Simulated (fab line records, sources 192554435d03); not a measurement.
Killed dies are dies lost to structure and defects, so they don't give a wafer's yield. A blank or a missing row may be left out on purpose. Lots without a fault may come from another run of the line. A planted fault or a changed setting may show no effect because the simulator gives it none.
Which tool did it? | flow n5_finfet | 10 lots, 25 wafers sampled, at 1 step of a route of 1938

WHAT THE GAUGES READ, wafer by wafer
N5_BEOL_M4_RC_MEAS_101. Usual: DIBL_N 36.0 mV/V, standard deviation 2; DIBL_P 35.9 mV/V, standard deviation 2.5; IOFF_N 0.16 nA/um, standard deviation 0.038; IOFF_P 0.21 nA/um, standard deviation 0.04; ION_N 675 uA/um, standard deviation 14; ION_P 462 uA/um, standard deviation 9.4; SS_N 71.5 mV/dec, standard deviation 0.75; SS_P 73.2 mV/dec, standard deviation 0.74; VT_N 250 mV, standard deviation 3.9; VT_P -251 mV, standard deviation 3.2.
lot  | measured     | on        | DIBL_N (mV/V)  | DIBL_P (mV/V)  | IOFF_N (nA/um) | IOFF_P (nA/um) | ION_N (uA/um) | ION_P (uA/um) | SS_N (mV/dec)  | SS_P (mV/dec)  | VT_N (mV)   | VT_P (mV)      | flag
L760 | day 7 22:37  | prober-01 | 37.7 36.3      | 35.8 33.6      | 0.20 0.16      | 0.20 0.16      | 667 675       | 455 452       | 72.2 71.1      | 72.8 72.4      | 249 250     | -252 -255      |
L763 | day 8 14:39  | prober-01 | 36.7 37.8 34.0 | 37.6 38.4 33.3 | 0.18 0.21 0.13 | 0.24 0.24 0.16 | 670 678 667   | 463 455 459   | 72.8 73.3 72.2 | 73.0 74.1 73.1 | 249 250 257 | -249 -249 -254 |
L764 | day 9 05:07  | prober-01 | 37.3 32.4 38.7 | 37.2 31.9 39.4 | 0.17 0.11 0.20 | 0.19 0.14 0.25 | 664 654 670   | 446 445 459   | 72.3 70.8 71.8 | 73.7 72.6 74.5 | 251 256 246 | -255 -257 -251 |
L770 | day 10 13:23 | prober-02 | 37.3 35.7      | 37.4 36.2      | 0.20 0.15      | 0.21 0.21      | 690 659       | 468 460       | 71.9 71.7      | 73.3 73.8      | 244 252     | -249 -251      |
L777 | day 12 05:52 | prober-02 | 33.6 35.3 34.5 | 34.1 36.7 37.0 | 0.12 0.14 0.14 | 0.17 0.20 0.21 | 669 647 688   | 457 447 473   | 71.5 71.2 70.9 | 72.7 72.7 73.6 | 255 251 250 | -253 -249 -249 |
L778 | day 12 08:45 | prober-02 | 33.8 41.3 34.4 | 34.0 42.8 34.7 | 0.11 0.28 0.13 | 0.18 0.35 0.19 | 664 705 673   | 460 482 464   | 70.7 72.3 70.6 | 72.6 74.6 72.5 | 254 240 252 | -251 -243 -252 |
L779 | day 12 09:59 | prober-01 | 33.9 39.8      | 30.5 39.0      | 0.13 0.27      | 0.16 0.30      | 653 696       | 444 469       | 70.8 72.6      | 72.2 73.9      | 252 241     | -256 -244      |
L780 | day 12 12:43 | prober-01 | 36.8 31.9 35.9 | 37.8 32.6 36.6 | 0.16 0.09 0.15 | 0.21 0.15 0.20 | 685 660 676   | 465 463 468   | 71.4 70.5 71.2 | 73.6 71.4 72.9 | 250 258 251 | -248 -256 -251 |
L782 | day 13 13:23 | prober-01 | 34.7 33.0      | 35.0 31.9      | 0.12 0.11      | 0.17 0.15      | 664 663       | 460 464       | 71.2 70.9      | 72.7 71.9      | 254 258     | -253 -256      |
L783 | day 13 23:28 | prober-01 | 38.3 39.1      | 37.2 37.9      | 0.19 0.21      | 0.21 0.22      | 689 679       | 465 454       | 72.3 73.5      | 74.2 73.3      | 249 246     | -253 -250      |

WHICH TOOL RAN EACH LOT (tool, then ch and the chambers of the sampled wafers, then the start)
The record holds no process step before these readings.

WHAT THE TOOLS THEMSELVES READ (means of the sampled wafers that have a number; where no wafer has one, the mark that the record gives instead)
The record holds no such reading with a usual standard deviation.

THE ANSWER, worked out from the rows above alone
Rule: a lot is off if the mean of its wafers that have a number lies more than 3 standard deviations from the usual mean. A lot without any number at a reading at which 4 lots or more have one is off too. The other lots that the step has rows for count as sound. The gauges are gone through in route order, then the tools' own readings, and for those a lot's mean is taken as printed above. The first step at which some lot is off is used, and at that step the reading that is off furthest; a lot without a number counts as furthest.
No lot is off at any reading shown: from this, nothing can be told.

WHAT THE SIMULATOR HAD PUT IN
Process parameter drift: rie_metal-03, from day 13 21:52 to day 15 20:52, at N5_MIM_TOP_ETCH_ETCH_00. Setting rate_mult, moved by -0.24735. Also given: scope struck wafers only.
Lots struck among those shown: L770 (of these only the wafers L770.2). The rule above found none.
